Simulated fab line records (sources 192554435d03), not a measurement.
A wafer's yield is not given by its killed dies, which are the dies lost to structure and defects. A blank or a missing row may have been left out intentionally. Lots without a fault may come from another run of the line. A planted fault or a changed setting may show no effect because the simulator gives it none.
Code-filled problem report in 8D (eight disciplines) form | flow n5 finfet | the parts of the form that need people (team, actions taken, sign-off) are left out

== 1. WHAT IS WRONG ==
bias w at N5_MIM_TOP_ETCH_ETCH_00 reads a mean of 147.1 W on 2 wafers of 2 lots; wafers without a fault read 126.1 W with a standard deviation of 0.36. That puts it +58 standard deviations away from the usual mean.
The step: etches TiN in Cl2/BCl3, target depth 38.5 nm.
Seen first at day 17 01:46 on rie metal-03, wafer L327.1. At this step, 33 wafers from 11 lots have a number in the record. Rule for "out" (also "out of limits"): further than 4 standard deviations from the usual mean. All remaining wafers that have a number are taken as sound.

== 2. WHAT IT IS AND WHAT IT IS NOT ==
question                    | is                | is not
which readings at this step | bias w            | bcl3 flow sccm, drypump motor current A, oes product au, throttle valve pct
which lots                  | L327, L329        | L314, L315, L319, L324, L330, L331, L332, L333, L334
which wafers of those lots  | L327.1, L329.2    | L327.2, L327.5, L329.1, L329.6
read on which tools         | rie metal-03      | rie metal-01, rie metal-02
when                        | from day 17 01:46 | up to then (14 sound wafers); but 17 sound wafers of L329, L330, L331, L332, L333, L334 came after

== 3. SUSPECTS, AND WHAT RULES EACH OUT ==
Counting: a tool at a process step up to the reading stays a suspect if it ran every lot that is out. Sound lots after the first of them don't rule it out here, since some wafers of a struck lot are sound.
- rie metal-03 at N5_MIM_TOP_ETCH_ETCH_00 (etches TiN in Cl2/BCl3, target depth 38.5 nm): kept. Ran every lot that is out, first one L327 (day 17 01:46); last sound lot up to then L324 (day 15 05:26). Its own readings are out on those wafers: bias w.
- Within rie metal-03 at N5_MIM_TOP_ETCH_ETCH_00, the wafers that are out were processed in chamber 0 and their sound lot-mates in chamber 1.
Remaining after the count: rie metal-03 at N5_MIM_TOP_ETCH_ETCH_00.

== 4. THE CAUSE (what the simulator had put in) ==
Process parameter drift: rie metal-03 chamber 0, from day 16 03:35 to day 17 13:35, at N5_MIM_TOP_ETCH_ETCH_00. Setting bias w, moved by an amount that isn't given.
Counting left only this tool.

== 5. THE CHAIN OF EFFECTS, in route order ==
Rows list readings where the struck wafers' mean (over those with a number) sits beyond 3 standard deviations from the usual. Only readings for which the record gives a usual standard deviation are gone through. hours: the time from each lot's start at the first step in this table that gives one to its start at this step, as a median over the lots. sigmas: the change in usual standard deviations.
hours | step                    | reading | usual   | on struck wafers | change | sigmas
0     | N5_MIM_TOP_ETCH_ETCH_00 | bias w  | 126.1 W | 147.1            | +21.0  | +58
Its process steps:
- N5_MIM_TOP_ETCH_ETCH_00: etches TiN in Cl2/BCl3, target depth 38.5 nm.

== 6. HOW IT WOULD HAVE BEEN CAUGHT EARLIER ==
In this record no reading fell out of limits until day 17 01:46, 22 hours after the fault had begun at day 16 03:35.
